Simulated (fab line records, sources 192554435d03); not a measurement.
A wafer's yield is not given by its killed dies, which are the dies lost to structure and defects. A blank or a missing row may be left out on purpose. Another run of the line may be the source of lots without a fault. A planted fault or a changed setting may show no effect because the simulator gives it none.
Chamber matching || flow n5-finfet || N5_BEOL_M7_STRIP_80 on rie-diel-05 has 4 sister chambers
The step strips in N2/H2, time 10 s. 14 wafers are shown with their chamber, then 7 later ones without.

== WAFERS PAIRED WITH THEIR CHAMBERS ==
{"wafer": "L903.1", "chamber": 2, "throttle-valve-pct (%)": 23.4, "oes-product-au (a.u.)": 0.75, "rf-vpp-V (V)": 58.5}
{"wafer": "L903.4", "chamber": 0, "throttle-valve-pct (%)": 23.1, "oes-product-au (a.u.)": 0.87, "rf-vpp-V (V)": 59.3}
{"wafer": "L903.6", "chamber": 2, "throttle-valve-pct (%)": 23.4, "oes-product-au (a.u.)": 0.74, "rf-vpp-V (V)": 58.0}
{"wafer": "L902.2", "chamber": 2, "throttle-valve-pct (%)": 23.4, "oes-product-au (a.u.)": 0.74, "rf-vpp-V (V)": 59.6}
{"wafer": "L902.5", "chamber": 1, "throttle-valve-pct (%)": 24.3, "oes-product-au (a.u.)": 0.71, "rf-vpp-V (V)": 59.4}
{"wafer": "L902.6", "chamber": 0, "throttle-valve-pct (%)": 23.1, "oes-product-au (a.u.)": 0.85, "rf-vpp-V (V)": 59.7}
{"wafer": "L906.2", "chamber": 0, "throttle-valve-pct (%)": 23.1, "oes-product-au (a.u.)": 0.85, "rf-vpp-V (V)": 58.6}
{"wafer": "L906.4", "chamber": 2, "throttle-valve-pct (%)": 23.4, "oes-product-au (a.u.)": 0.74, "rf-vpp-V (V)": 56.4}
{"wafer": "L906.6", "chamber": 1, "throttle-valve-pct (%)": 24.4, "oes-product-au (a.u.)": 0.70, "rf-vpp-V (V)": 60.1}
{"wafer": "L909.1", "chamber": 1, "throttle-valve-pct (%)": 24.3, "oes-product-au (a.u.)": 0.70, "rf-vpp-V (V)": 58.7}
{"wafer": "L909.4", "chamber": 3, "throttle-valve-pct (%)": 24.0, "oes-product-au (a.u.)": 0.76, "rf-vpp-V (V)": 59.3}
{"wafer": "L909.5", "chamber": 0, "throttle-valve-pct (%)": 23.1, "oes-product-au (a.u.)": 0.85, "rf-vpp-V (V)": 59.8}
{"wafer": "L910.1", "chamber": 1, "throttle-valve-pct (%)": 24.3, "oes-product-au (a.u.)": 0.70, "rf-vpp-V (V)": 59.6}
{"wafer": "L910.4", "chamber": 0, "throttle-valve-pct (%)": 23.1, "oes-product-au (a.u.)": 0.85, "rf-vpp-V (V)": 58.9}

SIGNATURES (means of the wafers above)
{"reading": "throttle-valve-pct", "chamber 0": 23.100, "chamber 1": 24.325, "chamber 2": 23.400, "chamber 3": 24.000, "scatter within a chamber": 0.0274}
{"reading": "oes-product-au", "chamber 0": 0.8540, "chamber 1": 0.7025, "chamber 2": 0.7425, "chamber 3": 0.7600, "scatter within a chamber": 0.00686}
{"reading": "rf-vpp-V", "chamber 0": 59.260, "chamber 1": 59.450, "chamber 2": 58.125, "chamber 3": 59.300, "scatter within a chamber": 0.858}
Rule: a wafer's distance from a chamber is the root of the sum, over the readings, of the square of ((its reading less the chamber's mean) divided by the reading's scatter). The wafer belongs to the nearest chamber; if the next one is less than 2 further off, it can't be placed. How the scatter is found: for the shown wafers, subtract from each reading the mean of its chamber, square and add these, divide the total by (wafers less chambers), then take the root.

== WAFERS WITH NO CHAMBER GIVEN ==
{"wafer": "L910.5", "throttle-valve-pct (%)": 24.0, "oes-product-au (a.u.)": 0.76, "rf-vpp-V (V)": 59.0}
{"wafer": "L922.1", "throttle-valve-pct (%)": 24.1, "oes-product-au (a.u.)": 0.74, "rf-vpp-V (V)": 59.2}
{"wafer": "L922.3", "throttle-valve-pct (%)": 23.1, "oes-product-au (a.u.)": 0.83, "rf-vpp-V (V)": 58.4}
{"wafer": "L922.6", "throttle-valve-pct (%)": 23.4, "oes-product-au (a.u.)": 0.71, "rf-vpp-V (V)": 60.4}
{"wafer": "L924.1", "throttle-valve-pct (%)": 23.4, "oes-product-au (a.u.)": 0.71, "rf-vpp-V (V)": 58.6}
{"wafer": "L924.2", "throttle-valve-pct (%)": 24.1, "oes-product-au (a.u.)": 0.74, "rf-vpp-V (V)": 59.2}
{"wafer": "L924.3", "throttle-valve-pct (%)": 23.1, "oes-product-au (a.u.)": 0.83, "rf-vpp-V (V)": 59.7}

== WHICH CHAMBER EACH ONE RAN IN ==
{"wafer": "L910.5", "from the rows above": 3, "in truth": 3}
{"wafer": "L922.1", "from the rows above": 3, "in truth": 3}
{"wafer": "L922.3", "from the rows above": 0, "in truth": 0}
{"wafer": "L922.6", "from the rows above": 2, "in truth": 2}
{"wafer": "L924.1", "from the rows above": 2, "in truth": 2}
{"wafer": "L924.2", "from the rows above": 3, "in truth": 3}
{"wafer": "L924.3", "from the rows above": 0, "in truth": 0}
Correct placement for 7 of the 7. Number that these rows cannot place: 0. Wrongly placed: 0.
